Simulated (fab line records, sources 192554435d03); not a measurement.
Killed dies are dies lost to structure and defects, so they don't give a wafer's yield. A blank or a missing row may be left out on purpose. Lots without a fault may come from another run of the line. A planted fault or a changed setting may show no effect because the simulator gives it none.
Which tool did it? | flow n5_finfet | 11 lots, 33 wafers sampled, at 2 steps of a route of 1938

WHAT THE GAUGES READ, wafer by wafer
N5_BEOL_M0_SAQP_CD_MEAS_40: target cd 30 nm.
lot  | measured     | on        | cd_nm (nm)
L075 | day 5 23:50  | cd_sem-01 | 29.98 29.57 29.65
L077 | day 6 11:24  | cd_sem-03 | 29.77 29.91 30.17
L080 | day 7 02:55  | cd_sem-03 | 29.75 30.23 30.10
L082 | day 7 16:08  | cd_sem-02 | 30.17 29.53 29.95
L084 | day 8 05:40  | cd_sem-01 | 30.11 29.61 30.22
L086 | day 8 14:43  | cd_sem-01 | 29.90 30.09 30.28
L088 | day 9 07:52  | cd_sem-01 | 29.74 29.72 30.17
L090 | day 9 14:10  | cd_sem-01 | 29.99 29.69 29.84
L091 | day 10 08:19 | cd_sem-01 | 30.19 29.77 30.19
L094 | day 10 14:46 | cd_sem-03 | 29.33 29.95 30.34
L096 | day 11 07:54 | cd_sem-01 | 30.31 29.73 29.97

WHICH TOOL RAN EACH LOT (tool, then ch and the chambers of the sampled wafers, then the start)
lot  | N5_BEOL_M0_SAQP_SPACER2_ALD_26
L075 | ald_sin-02 ch 0,3, day 5 22:47
L077 | ald_sin-01 ch 0,1,2, day 6 10:10
L080 | ald_sin-01 ch 0,2,3, day 7 01:52
L082 | ald_sin-02 ch 0,2,3, day 7 14:58
L084 | ald_sin-02 ch 0,1,2, day 8 04:35
L086 | ald_sin-04 ch 0,1,3, day 8 13:40
L088 | ald_sin-02 ch 0,1,2, day 9 06:48
L090 | ald_sin-04 ch 1,2, day 9 13:06
L091 | ald_sin-04 ch 1,2,3, day 10 07:08
L094 | ald_sin-02 ch 0,3, day 10 13:37
L096 | ald_sin-04 ch 0,1,3, day 11 06:51
- N5_BEOL_M0_SAQP_SPACER2_ALD_26: deposits SiO2, target thk 15 nm, pulse time 1 s, purge time 2 s.

THE ANSWER, worked out from the rows above alone
Rule: what is usual is taken from the lots themselves. Put in order of their means at a reading, lots are off if they are a third of the lots or fewer, leave a main group of 4 or more, and stand apart from it by a gap of 3 or more times the standard deviation of the main group's means; of several such gaps the widest counts. A main group whose means are all the same, to the digits that the tables above print for the reading, isn't used. A lot without any number at a reading at which 4 lots or more have one is off too. The other lots that the step has rows for count as sound.
No lot is off at any reading shown: from this, nothing can be told.

WHAT THE SIMULATOR HAD PUT IN
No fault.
